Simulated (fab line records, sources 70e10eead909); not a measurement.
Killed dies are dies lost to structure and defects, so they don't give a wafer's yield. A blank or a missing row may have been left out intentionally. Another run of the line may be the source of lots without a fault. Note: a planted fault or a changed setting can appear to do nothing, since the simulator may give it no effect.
Struck lot and sound lot, side by side || flow nand harc || 41 steps out of a route of 1159
Sound: the wafers L849.2, L849.4, L849.6. Struck: wafer L859.5; the same lot's L859.1 was not struck, so it is left out; see the end for the cause.
For every step that has rows: the tool of each side, followed by ch and its chambers, followed by its first start. Under that, the readings that differ: sound wafers || struck wafers || difference of the means || sigmas: that difference in standard deviations of wafers without a fault.
alike: same words and numbers on both sides, and readings whose means sit less than 2 such deviations apart. not compared: any withheld reading, any reading some wafer has no value for, any bound like >300 that may hide the same value, and any number with overlapping values for which the record gives no deviation.
The two part at a step that has a row with sigmas, a row that says differs or no value, or rows on one side only. Numbers that have no deviation but don't overlap get no sigmas and don't part them. A reading that every wafer of one side lacks parts them only if that side has two wafers or more.

first, 12 steps without rows for these wafers: NHARC_P_GATE_STRIP_101 (strips in O2, time 20 s); NHARC_P_GATE_PRECLEAN_97 (cleans in SPM, time 600 s); NHARC_P_GATE_SRD_98; NHARC_P_GATE_PRECLEAN_99 (cleans in SC1); NHARC_P_GATE_SRD_100; NHARC_P_GATE_DEHYDRATE_38 (time 120 s); NHARC_P_GATE_HMDS_39 (time 30 s); NHARC_P_GATE_COAT_40; NHARC_P_GATE_SOFTBAKE_41 (time 95 s); NHARC_P_GATE_EBR_42; NHARC_P_GATE_EXPOSE_43 (exposes mask P NSD, target cd 720 nm); NHARC_P_GATE_PEB_44 (peb time 85 s).
NHARC_P_GATE_DEVELOP_45: time 70 s.
  sound on litho track-03 ch 0, day 6 21:00; struck on litho track-03 ch 0, day 9 00:00
then, 1 step without rows for these wafers: NHARC_P_GATE_HARDBAKE_47 (time 80 s).
NHARC_P_GATE_DESCUM_48: chemistry O2, time 3 s.
  sound on rie diel-13 ch 2,3, day 6 22:15; struck on rie diel-05 ch 1, day 9 00:50
{"reading": "model.P_GATE.cd nm (nm)", "sound": "718.1 720.1 716.1", "struck": 122.2, "difference": -595.9, "sigmas": ""}
  alike: drypump motor current A, oes product au, rf vpp V, showerhead plenum p Torr, throttle valve pct
  not compared: rf hours counter h
after that, 1 step had no rows for these wafers: NHARC_P_GATE_IMPLANT_49.
NHARC_P_GATE_STRIP_111: strips in N2/H2, time 250 s.
  sound on plasma asher-02 ch 0, day 6 22:37; struck on plasma asher-02 ch 0, day 9 01:15
  alike: drypump motor current A, heater power w
  not compared: rf hours counter h
NHARC_P_GATE_STRIP_75: strips in O2.
  sound on plasma asher-02 ch 0, day 6 22:55; struck on plasma asher-02 ch 0, day 9 01:31
  alike: drypump motor current A, heater power w
  not compared: rf hours counter h
then, 10 steps without rows for these wafers: NHARC_P_GATE_STRIP_50 (strips in SPM, time 900 s); NHARC_P_GATE_DEHYDRATE_51 (time 120 s); NHARC_P_GATE_HMDS_52 (time 30 s); NHARC_P_GATE_COAT_53; NHARC_P_GATE_SOFTBAKE_54 (time 95 s); NHARC_P_GATE_EBR_55; NHARC_P_GATE_EXPOSE_56 (exposes mask P PSD, target cd 720 nm); NHARC_P_GATE_PEB_57 (peb time 85 s); NHARC_P_GATE_DEVELOP_58 (time 70 s); NHARC_P_GATE_HARDBAKE_60 (time 80 s).
NHARC_P_GATE_DESCUM_61: chemistry O2, time 3 s.
  sound on rie diel-05 ch 0,1,2, day 7 00:02; struck on rie diel-05 ch 1, day 9 02:37
  alike: drypump motor current A, oes product au, rf vpp V, showerhead plenum p Torr, throttle valve pct
  not compared: rf hours counter h
after that, 1 step had no rows for these wafers: NHARC_P_GATE_IMPLANT_62.
NHARC_P_GATE_STRIP_112: strips in N2/H2, time 200 s.
  sound on plasma asher-02 ch 0,1, day 7 00:23; struck on plasma asher-01 ch 1, day 9 02:57
  alike: drypump motor current A, heater power w
  not compared: rf hours counter h
NHARC_P_GATE_STRIP_76: strips in O2.
  sound on plasma asher-02 ch 0,1, day 7 00:39; struck on plasma asher-01 ch 1, day 9 03:13
{"reading": "drypump motor current A (A)", "sound": "5.77 5.26 5.33", "struck": 5.93, "difference": "+0.48", "sigmas": "+2"}
  alike: heater power w
  not compared: rf hours counter h
then, 8 steps without rows for these wafers: NHARC_P_GATE_STRIP_63 (strips in SPM, time 900 s); NHARC_P_GATE_DEHYDRATE_83 (time 120 s); NHARC_P_GATE_HMDS_84 (time 30 s); NHARC_P_GATE_COAT_85; NHARC_P_GATE_SOFTBAKE_86 (time 95 s); NHARC_P_GATE_EBR_87; NHARC_P_GATE_EXPOSE_88 (exposes mask P HVN, target cd 2000 nm); NHARC_P_GATE_PEB_89 (peb time 85 s).
NHARC_P_GATE_DESCUM_93: chemistry O2, time 3 s.
  sound on rie diel-07 ch 0,1,2, day 7 01:37; struck on rie diel-05 ch 2, day 9 04:24
{"reading": "model.P_GATE.cd nm (nm)", "sound": "1999 1999 1999", "struck": 122.2, "difference": -1876.8, "sigmas": ""}
  alike: drypump motor current A, oes product au, rf vpp V, showerhead plenum p Torr, throttle valve pct
  not compared: rf hours counter h

WHERE THEY PART
Only at NHARC_P_GATE_STRIP_76, as far as this record shows. Later steps at which nothing parts them and some readings are alike: NHARC_P_GATE_DESCUM_93.

WHY: whatever the simulator had introduced
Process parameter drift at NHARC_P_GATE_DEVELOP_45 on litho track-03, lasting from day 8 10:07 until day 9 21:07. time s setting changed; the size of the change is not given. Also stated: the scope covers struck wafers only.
